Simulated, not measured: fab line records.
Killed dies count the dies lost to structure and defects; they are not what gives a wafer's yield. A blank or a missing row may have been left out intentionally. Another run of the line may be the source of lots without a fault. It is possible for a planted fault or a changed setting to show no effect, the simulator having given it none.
fab line records | flow nandHarc | part 1 of 2: steps 1 to 38 of 39
record lots=6 wafers=18 lastDay=23
route steps=1159 shown A_ONON_D1@430 A_CHANNEL_HOLE_D1@450 END@1159
lots with no fault: from the same line, run without faults
startH: hours from the record's first day to the start of the lot's first wafer shown | waitH: hours from the lot's prior step to this one | " unchanged from the row above | L1.1+2: one row covering several wafers at once | - no value, or no start given | * or withheld: withheld | < > ~ a bound
route shown NAME@n: names a module that has steps shown in the file, with the first one's number in the route | usual: mean/standard deviation of fault-free wafers | same: alike in all rows | chamber/n: place in a boat | sites: readings site by site | _std_site: standard deviation of those values | _edge_site: outer sites' mean less inner sites' | radiusMm: how far each site lies from the wafer's centre | mask NAME#n: copy n | behind: tool/chamber where the wafer was last shaped | hold: cause of the lot's hold/its duration in hours/its outcome | device: whichever transistor did not switch (one of n, p or np) | end of line: at the end of the route, the tests of the same wafers | where a step has no rows: the recipe by itself | killed: dies lost to structure and defects at the first sort, not the wafer's yield | map: dies across one wafer; x = killed, . = not, _ = none there
set.NAME: the setting the step ran with; set.NAME@STEP: the setting that earlier step ran with | model.NAME: the simulator's own value behind a step, which no gauge read
certain route steps with their lots: each step a table, each wafer a row
services: when a tool's chamber went out of use (startH, in hours from the record's first day, below 0 if earlier), for how many hours, and the reason
## steps
# step NHARC_A_ONON_D1_DEP_09
# recipe targetThkA=10000 n2FlowSccm=2750 n2oFlowSccm=2000 nh3FlowSccm=500 sih4FlowSccm=210 tempC=400
# step NHARC_A_ONON_D1_THK_MEAS_11
# recipe thkMeasGauge=ellipsometry
# usual thkNm=998/9
# columns lot.wafer tool chamber startH waitH thkNm
L146.4 filmMetro-01 - 168.59 - 1016
L146.5 " - " " 1018
L146.6 " - " " 1018
L148.1 filmMetro-01 - 176.21 - 994
L148.3 " - " " 996
L148.4 " - " " 995
L153.3 filmMetro-01 - 202.71 - 993
L153.4 " - " " 994
L153.6 " - " " 996
L156.1 filmMetro-02 - 212.55 - 993
L156.2 " - " " 994
L156.3 " - " " 992
L162.2 filmMetro-02 - 253.92 - 998
L162.3 " - " " 994
L162.5 " - " " 995
L163.4 filmMetro-02 - 261.65 - 995
L163.5 " - " " 995
L163.6 " - " " 997
# step NHARC_A_ONON_D1_DEP_12
# recipe targetThkA=10000 n2FlowSccm=2750 n2oFlowSccm=2000 nh3FlowSccm=500 sih4FlowSccm=210 tempC=400
# step NHARC_A_ONON_D1_THK_MEAS_14
# recipe thkMeasGauge=ellipsometry
# usual thkNm=1004/11
# columns lot.wafer tool chamber startH waitH thkNm
L146.4 filmMetro-01 - 169.18 - 1014
L146.5 " - " " 1014
L146.6 " - " " 1015
L148.1 filmMetro-01 - 176.77 - 1008
L148.3 " - " " 1008
L148.4 " - " " 1009
L153.3 filmMetro-01 - 203.28 - 988
L153.4 " - " " 987
L153.6 " - " " 985
L156.1 filmMetro-01 - 213.16 - 991
L156.2 " - " " 990
L156.3 " - " " 987
L162.2 filmMetro-02 - 254.52 - 1023
L162.3 " - " " 1023
L162.5 " - " " 1025
L163.4 filmMetro-02 - 262.21 - 1013
L163.5 " - " " 1012
L163.6 " - " " 1012
# step NHARC_A_ONON_D1_ANNEAL_15
# recipe tempC=750 timeS=3600
# step NHARC_A_ONON_D1_DEP_16
# recipe targetThkA=10000 n2FlowSccm=2750 n2oFlowSccm=2000 nh3FlowSccm=500 sih4FlowSccm=210 tempC=400
# step NHARC_A_ONON_D1_THK_MEAS_18
# recipe thkMeasGauge=ellipsometry
# usual thkNm=999/9.6
# columns lot.wafer tool chamber startH waitH thkNm
L146.4 filmMetro-02 - 177.29 - 996
L146.5 " - " " 996
L146.6 " - " " 992
L148.1 filmMetro-01 - 186.16 - 990
L148.3 " - " " 991
L148.4 " - " " 992
L153.3 filmMetro-02 - 210.38 - 988
L153.4 " - " " 991
L153.6 " - " " 990
L156.1 filmMetro-02 - 220.28 - 1016
L156.2 " - " " 1017
L156.3 " - " " 1014
L162.2 filmMetro-02 - 264.28 - 995
L162.3 " - " " 994
L162.5 " - " " 995
L163.4 filmMetro-02 - 269.29 - 998
L163.5 " - " " 995
L163.6 " - " " 996
# step NHARC_A_ONON_D1_DEP_19
# recipe targetThkA=10000 n2FlowSccm=2750 n2oFlowSccm=2000 nh3FlowSccm=500 sih4FlowSccm=210 tempC=400
# step NHARC_A_ONON_D1_THK_MEAS_21
# recipe thkMeasGauge=ellipsometry
# usual thkNm=996/10
# columns lot.wafer tool chamber startH waitH thkNm
L146.4 filmMetro-01 - 177.86 - 988
L146.5 " - " " 993
L146.6 " - " " 992
L148.1 filmMetro-01 - 186.73 - 995
L148.3 " - " " 993
L148.4 " - " " 996
L153.3 filmMetro-02 - 211.18 - 995
L153.4 " - " " 995
L153.6 " - " " 996
L156.1 filmMetro-02 - 220.85 - 994
L156.2 " - " " 993
L156.3 " - " " 992
L162.2 filmMetro-02 - 264.85 - 998
L162.3 " - " " 998
L162.5 " - " " 998
L163.4 filmMetro-02 - 269.86 - 1015
L163.5 " - " " 1017
L163.6 " - " " 1015
# step NHARC_A_ONON_D1_DEP_22
# recipe targetThkA=10000 n2FlowSccm=2750 n2oFlowSccm=2000 nh3FlowSccm=500 sih4FlowSccm=210 tempC=400
# step NHARC_A_ONON_D1_THK_MEAS_24
# recipe thkMeasGauge=ellipsometry
# usual thkNm=1000/12
# columns lot.wafer tool chamber startH waitH thkNm
L146.4 filmMetro-01 - 178.43 - 990
L146.5 " - " " 991
L146.6 " - " " 991
L148.1 filmMetro-01 - 187.31 - 991
L148.3 " - " " 989
L148.4 " - " " 989
L153.3 filmMetro-02 - 211.85 - 1028
L153.4 " - " " 1030
L153.6 " - " " 1029
L156.1 filmMetro-02 - 221.44 - 1009
L156.2 " - " " 1010
L156.3 " - " " 1010
L162.2 filmMetro-02 - 265.41 - 1002
L162.3 " - " " 1000
L162.5 " - " " 1000
L163.4 filmMetro-01 - 270.43 - 998
L163.5 " - " " 999
L163.6 " - " " 997
# step NHARC_A_ONON_D1_DEP_25
# recipe targetThkA=10000 n2FlowSccm=2750 n2oFlowSccm=2000 nh3FlowSccm=500 sih4FlowSccm=210 tempC=400
# columns lot.wafer tool chamber startH waitH
L146.4+5+6 pecvdOnon-03 0 178.65 0.2
L148.1+3+4 pecvdOnon-03 0 187.36 0.1
L153.3+4+6 pecvdOnon-02 0 212.05 0.2
L156.1+2+3 pecvdOnon-01 0 221.50 0.1
L162.2+3+5 pecvdOnon-02 0 265.52 0.1
L163.4+5+6 pecvdOnon-02 0 270.66 0.2
# step NHARC_A_ONON_D1_THK_MEAS_27
# recipe thkMeasGauge=ellipsometry
# usual thkNm=1004/6.8
# columns lot.wafer tool chamber startH waitH thkNm
L146.4 filmMetro-02 - 178.99 - 1003
L146.5 " - " " 1001
L146.6 " - " " 1003
L148.1 filmMetro-01 - 187.87 - 999
L148.3 " - " " 998
L148.4 " - " " 998
L153.3 filmMetro-02 - 212.45 - 1000
L153.4 " - " " 1001
L153.6 " - " " 1000
L156.1 filmMetro-02 - 222.01 - 1000
L156.2 " - " " 997
L156.3 " - " " 999
L162.2 filmMetro-02 - 265.98 - 1000
L162.3 " - " " 998
L162.5 " - " " 999
L163.4 filmMetro-02 - 271.00 - 999
L163.5 " - " " 999
L163.6 " - " " 1000
# step NHARC_A_ONON_D1_DEP_28
# recipe targetThkA=10000 n2FlowSccm=2750 n2oFlowSccm=2000 nh3FlowSccm=500 sih4FlowSccm=210 tempC=400
# step NHARC_A_ONON_D1_THK_MEAS_30
# recipe thkMeasGauge=ellipsometry
# usual thkNm=1000/9.9
# columns lot.wafer tool chamber startH waitH thkNm
L146.4 filmMetro-01 - 179.56 - 1002
L146.5 " - " " 1002
L146.6 " - " " 1001
L148.1 filmMetro-01 - 188.44 - 1011
L148.3 " - " " 1010
L148.4 " - " " 1009
L153.3 filmMetro-01 - 213.02 - 988
L153.4 " - " " 989
L153.6 " - " " 987
L156.1 filmMetro-01 - 222.57 - 1003
L156.2 " - " " 1001
L156.3 " - " " 1002
L162.2 filmMetro-02 - 266.54 - 1016
L162.3 " - " " 1018
L162.5 " - " " 1016
L163.4 filmMetro-01 - 271.57 - 1005
L163.5 " - " " 1005
L163.6 " - " " 1005
# step NHARC_A_ONON_D1_DEP_33
# recipe targetThkA=2000 tempC=400 pressureTorr=6.5 rfW=900 teosFlowSccm=161.4 flowSccm=2650 targetThkNm=200 gas=O2 material=SiO2
# step NHARC_A_ONON_D1_THK_MEAS_34
# recipe thkMeasGauge=ellipsometry
# usual thkNm=200/3.3
# columns lot.wafer tool chamber startH waitH thkNm
L146.4 filmMetro-01 - 180.03 - 205
L146.5 " - " " 203
L146.6 " - " " 201
L148.1 filmMetro-01 - 188.91 - 198
L148.3 " - " " 202
L148.4 " - " " 201
L153.3 filmMetro-02 - 213.69 - 196
L153.4 " - " " 198
L153.6 " - " " 200
L156.1 filmMetro-01 - 223.21 - 199
L156.2 " - " " 196
L156.3 " - " " 199
L162.2 filmMetro-01 - 267.01 - 202
L162.3 " - " " 197
L162.5 " - " " 202
L163.4 filmMetro-02 - 272.05 - 203
L163.5 " - " " 205
L163.6 " - " " 200
# step NHARC_A_CHANNEL_HOLE_D1_DEP_00
# recipe targetThkA=31000 tempC=400 material=aC
# usual throttleValvePct=35.001/0.0081
# columns lot.wafer tool chamber startH waitH throttleValvePct
L146.4 aclDep-02 0 183.27 3.2 35.005
L146.5 " 0 " " 35.005
L146.6 " 0 " " 34.981
L148.1 aclDep-03 0 193.62 4.6 34.994
L148.3 " 0 " " 35.005
L148.4 " 0 " " 34.997
L153.3 aclDep-03 0 214.64 0.9 35.006
L153.4 " 0 " " 34.999
L153.6 " 0 " " 34.998
L156.1 aclDep-03 0 223.92 0.6 35.006
L156.2 " 0 " " 35.014
L156.3 " 0 " " 35.005
L162.2 aclDep-02 0 267.48 0.4 35.002
L162.3 " 0 " " 35.000
L162.5 " 0 " " 34.996
L163.4 aclDep-01 0 273.13 1.0 34.987
L163.5 " 0 " " 35.015
L163.6 " 0 " " 34.999
# step NHARC_A_CHANNEL_HOLE_D1_DEP_01
# recipe targetThkA=1400 targetThkNm=140 tempC=400 pressureTorr=3.5 flowSccm=200 rfW=350 material=SiON
# usual heaterPowerW=685/95
# columns lot.wafer tool chamber startH waitH heaterPowerW
L146.6 pecvd-01 0 184.32 0.1 802
L146.4 " 1 " " 654
L146.5 " 2 " " 612
L148.3 pecvd-02 0 195.57 1.0 810
L148.1 " 1 " " 564
L148.4 " 0 " " 845
L153.3 pecvd-04 0 215.93 1.0 697
L153.4 " 0 " " 683
L153.6 " 2 " " 682
L156.2 pecvd-02 1 225.93 1.4 629
L156.3 " 2 " " 675
L156.1 " 0 " " 857
L162.2 pecvd-04 0 269.09 1.3 679
L162.3 " 2 " " 806
L162.5 " 0 " " 677
L163.6 pecvd-02 2 274.19 0.1 704
L163.5 " 0 " " 843
L163.4 " 1 " " 570
# step NHARC_A_CHANNEL_HOLE_D1_DEHYDRATE_02
# recipe tempC=150 timeS=120
# step NHARC_A_CHANNEL_HOLE_D1_HMDS_03
# recipe timeS=30
# step NHARC_A_CHANNEL_HOLE_D1_COAT_36
# recipe tempC=260 timeS=75
# step NHARC_A_CHANNEL_HOLE_D1_COAT_37
# recipe tempC=225 timeS=65
# step NHARC_A_CHANNEL_HOLE_D1_COAT_04
# recipe spinRpm=1500 resistThkNm=90
# step NHARC_A_CHANNEL_HOLE_D1_SOFTBAKE_05
# recipe tempC=105 timeS=55
# step NHARC_A_CHANNEL_HOLE_D1_EBR_06
# step NHARC_A_CHANNEL_HOLE_D1_EXPOSE_07
# recipe na=1.35 targetCdNm=100 sigmaOuter=0.3 doseMj=59.65 maskId=HOLE_D1
# step NHARC_A_CHANNEL_HOLE_D1_PEB_08
# recipe pebTempC=100 pebTimeS=65
# step NHARC_A_CHANNEL_HOLE_D1_DEVELOP_09
# recipe developTimeS=35 devTempC=23
# step NHARC_A_CHANNEL_HOLE_D1_CD_MEAS_10
# recipe targetCdNm=100 landingEnergyEv=500
# usual cdNm=100.2/0.73
# columns lot.wafer tool chamber startH waitH cdNm
L146.4 cdSem-02 0 184.84 - 99.8
L146.5 " 0 " " 100.4
L146.6 " 0 " " 100.7
L148.1 cdSem-03 0 196.21 - 98.9
L148.3 " 0 " " 99.3
L148.4 " 0 " " 99.4
L153.3 cdSem-02 0 216.66 - 99.4
L153.4 " 0 " " 98.9
L153.6 " 0 " " 99.6
L156.1 cdSem-01 0 226.55 - 100.8
L156.2 " 0 " " 100.4
L156.3 " 0 " " 101.1
L162.2 cdSem-03 0 269.79 - 99.5
L162.3 " 0 " " 99.8
L162.5 " 0 " " 99.8
L163.4 cdSem-03 0 274.71 - 101.4
L163.5 " 0 " " 101.3
L163.6 " 0 " " 101.2
# step NHARC_A_CHANNEL_HOLE_D1_OVL_MEAS_11
# usual overlayXNm=-0.1/0.85 overlayYNm=0.1/0.9
# columns lot.wafer tool chamber startH waitH overlayXNm overlayYNm
L146.4 overlay-01 - 184.92 - 1.2 0.0
L146.5 " - " " 1.3 -0.6
L146.6 " - " " 1.0 -0.5
L148.1 overlay-02 - 196.30 - 1.4 0.5
L148.3 " - " " 1.8 0.1
L148.4 " - " " 1.8 0.4
L153.3 overlay-01 - 216.74 - -0.1 -1.0
L153.4 " - " " -0.3 -1.3
L153.6 " - " " -0.3 -1.3
L156.1 overlay-01 - 226.64 - -1.5 1.4
L156.2 " - " " -1.3 1.8
L156.3 " - " " -1.3 1.8
L162.2 overlay-01 - 269.88 - -0.9 2.1
L162.3 " - " " -0.1 2.5
L162.5 " - " " 0.0 2.0
L163.4 overlay-01 - 274.79 - -1.8 0.9
L163.5 " - " " -1.5 0.7
L163.6 " - " " -1.7 0.6
# step NHARC_A_CHANNEL_HOLE_D1_DESCUM_15
# recipe timeS=3 o2FlowSccm=200 arFlowSccm=0 biasPowerW=0 chemistry=O2
# usual drypumpMotorCurrentA=5.8/0.31 oesProductAu=1.005/0.013 rfVppV=57.8/0.81 showerheadPlenumPTorr=1.93/0.078 throttleValvePct=11.311/0.0097
# same biasPowerW=0
# columns lot.wafer tool chamber startH waitH drypumpMotorCurrentA oesProductAu rfHoursCounterH rfVppV showerheadPlenumPTorr throttleValvePct
L146.4 rieDiel-09 0 185.03 0.1 5.5 0.990 6 56.4 1.80 11.319
L146.5 " 3 " " 5.8 0.999 - 55.2 1.95 11.320
L146.6 " 0 " " 5.5 0.997 - 57.9 1.80 11.335
L148.3 rieDiel-12 1 196.39 0.1 6.2 1.010 12 57.2 1.80 11.330
L148.1 " 2 " " 6.1 0.991 12 57.5 1.91 11.317
L148.4 " 0 " " 5.5 1.004 13 59.1 2.07 11.325
L153.4 rieDiel-09 3 216.85 0.1 5.8 0.976 10 57.0 1.95 11.306
L153.3 " 0 " " 5.5 0.988 9 58.4 1.80 11.304
L153.6 " 3 " " 5.8 0.987 - 59.6 1.95 11.293
L156.2 rieDiel-09 0 226.74 0.1 5.5 1.004 10 57.9 1.80 11.329
L156.3 " 2 " " 6.1 0.987 11 57.4 2.00 11.307
L156.1 " 3 " " 5.8 0.976 11 57.5 1.95 11.302
L162.3 rieDiel-09 3 269.97 0.1 5.8 1.007 0 57.9 1.95 11.309
L162.2 " 1 " " 5.7 0.983 0 58.2 1.99 11.321
L162.5 " 3 " " 5.8 1.011 - 57.4 1.95 11.313
L163.4 rieDiel-12 2 274.89 0.1 6.1 1.020 4 58.3 1.91 11.312
L163.5 " 2 " " 6.1 1.015 - 57.7 1.91 11.314
L163.6 " 3 " " 5.6 0.999 - 56.9 1.99 11.302
# step NHARC_A_CHANNEL_HOLE_D1_ETCH_38
# recipe targetDepthA=390 overEtchFrac=0.3 timeS=65 ionEnergyEv=80 cf4FlowSccm=150 arFlowSccm=0 rfW=300 biasW=100 chemistry=CF4
# usual drypumpMotorCurrentA=5.8/0.32 oesProductAu=1.003/0.011 rfVppV=151.5/1.2 showerheadPlenumPTorr=1.79/0.069 throttleValvePct=13.284/0.01
# columns lot.wafer tool chamber startH waitH drypumpMotorCurrentA oesProductAu rfHoursCounterH rfVppV showerheadPlenumPTorr throttleValvePct
L146.4 rieDiel-09 0 185.12 0.1 5.5 0.996 6 148.6 1.67 13.297
L146.5 " 1 " " 5.8 0.995 - 151.7 1.84 13.281
L146.6 " 2 " " 6.1 0.991 - 150.3 1.84 13.283
L148.3 rieDiel-12 0 196.48 0.1 5.5 1.010 13 152.1 1.90 13.277
L148.4 " 1 " " 6.2 1.008 12 148.4 1.67 13.269
L148.1 " 2 " " 6.2 1.018 12 150.8 1.77 13.284
L153.4 rieDiel-09 1 216.93 0.1 5.8 0.992 9 152.6 1.84 13.279
L153.3 " 3 " " 5.8 0.986 10 152.8 1.80 13.276
L153.6 " 1 " " 5.8 1.003 - 152.1 1.84 13.278
L156.2 rieDiel-09 0 226.82 0.1 5.5 0.998 10 150.5 1.67 13.275
L156.3 " 1 " " 5.7 0.996 11 152.3 1.84 13.283
L156.1 " 3 " " 5.8 0.986 11 153.7 1.80 13.303
L162.3 rieDiel-09 2 270.06 0.1 6.1 0.994 0 150.2 1.84 13.300
L162.2 " 0 " " 5.5 0.993 0 150.4 1.67 13.294
L162.5 " 2 " " 6.1 0.974 - 151.2 1.84 13.275
L163.4 rieDiel-12 2 274.98 0.1 6.1 1.021 4 151.4 1.77 13.288
L163.6 " 1 " " 6.1 0.997 - 149.5 1.67 13.288
L163.5 " 2 " " 6.1 1.020 - 150.9 1.76 13.288
# step NHARC_A_CHANNEL_HOLE_D1_ETCH_39
# recipe targetDepthA=2600 overEtchFrac=0.3 timeS=325 ionEnergyEv=200 n2FlowSccm=150 h2FlowSccm=150 arFlowSccm=0 rfW=400 biasW=150 chemistry=N2/H2
# step NHARC_A_CHANNEL_HOLE_D1_ETCH_34
# recipe targetDepthA=1540 timeS=77 cf4FlowSccm=100 chf3FlowSccm=30 arFlowSccm=0 rfW=500 biasW=200 chemistry=CF4/CHF3
# usual drypumpMotorCurrentA=5.8/0.31 oesProductAu=0.951/0.025 rfVppV=371.1/2.2 showerheadPlenumPTorr=1.59/0.062 throttleValvePct=16.802/0.0084
# columns lot.wafer tool chamber startH waitH drypumpMotorCurrentA oesProductAu rfHoursCounterH rfVppV showerheadPlenumPTorr throttleValvePct
L146.4 rieDiel-09 0 - - 5.5 0.917 6 367.4 1.49 16.804
L146.5 " 3 " " 5.8 0.911 - 372.8 1.60 16.792
L146.6 " 0 " " 5.5 0.919 - 368.5 1.49 16.812
L148.1 rieDiel-12 3 - - 5.6 1.011 13 372.3 1.64 16.805
L148.3 " 0 " " 5.5 0.992 14 373.4 1.69 16.801
L148.4 " 1 " " 6.2 0.971 12 367.6 1.49 16.792
L153.4 rieDiel-09 3 - - 5.8 0.916 10 370.8 1.60 16.804
L153.3 " 2 " " 6.1 0.909 10 371.5 1.64 16.801
L153.6 " 0 " " 5.5 0.927 - 365.4 1.49 16.780
L156.1 rieDiel-09 1 - - 5.8 0.936 11 372.7 1.64 16.813
L156.2 " 2 " " 6.1 0.913 11 373.1 1.64 16.795
L156.3 " 3 " " 5.8 0.905 11 371.9 1.60 16.807
L162.2 rieDiel-09 0 - - 5.5 0.961 0 367.2 1.49 16.801
L162.3 " 2 " " 6.1 0.969 0 372.7 1.64 16.798
L162.5 " 3 " " 5.8 0.962 - 371.5 1.60 16.798
L163.4 rieDiel-12 1 - - 6.2 0.935 4 367.4 1.49 16.814
L163.5 " 1 " " 6.2 0.926 - 367.7 1.49 16.798
L163.6 " 2 " " 6.2 0.946 - 368.4 1.57 16.808
# step NHARC_A_CHANNEL_HOLE_D1_ETCH_16
# recipe targetDepthA=31000 overEtchFrac=0.3 timeS=806 ionEnergyEv=150 o2FlowSccm=400 cosFlowSccm=20 arFlowSccm=0 rfW=500 biasW=300 chemistry=O2/COS
# step NHARC_A_CHANNEL_HOLE_D1_CD_MEAS_18
# usual cdNm=99.1/2.9
# columns lot.wafer tool chamber startH waitH cdNm
L146.4 cdSem-03 - 186.13 - 96.7
L146.5 " - " " 106.9
L146.6 " - " " 91.6
L148.1 cdSem-03 - 197.51 - 99.1
L148.3 " - " " 103.3
L148.4 " - " " 99.6
L153.3 cdSem-01 - 217.95 - 102.3
L153.4 " - " " 105.0
L153.6 " - " " 97.3
L156.1 cdSem-03 - 227.85 - 94.5
L156.2 " - " " 103.8
L156.3 " - " " 101.5
L162.2 cdSem-03 - 271.08 - 97.5
L162.3 " - " " 100.6
L162.5 " - " " 94.8
L163.4 cdSem-03 - 276.00 - 100.1
L163.5 " - " " 98.1
L163.6 " - " " 99.3
# step NHARC_A_CHANNEL_HOLE_D1_ETCH_19
# recipe biasV=1200 sourceW=2500 pressureMtorr=15 timeS=34.5 arFlowSccm=375 c4f8FlowSccm=28.8 o2FlowSccm=96.2 tempC=-20 targetDepthA=* chemistry=C4F8/O2/Ar
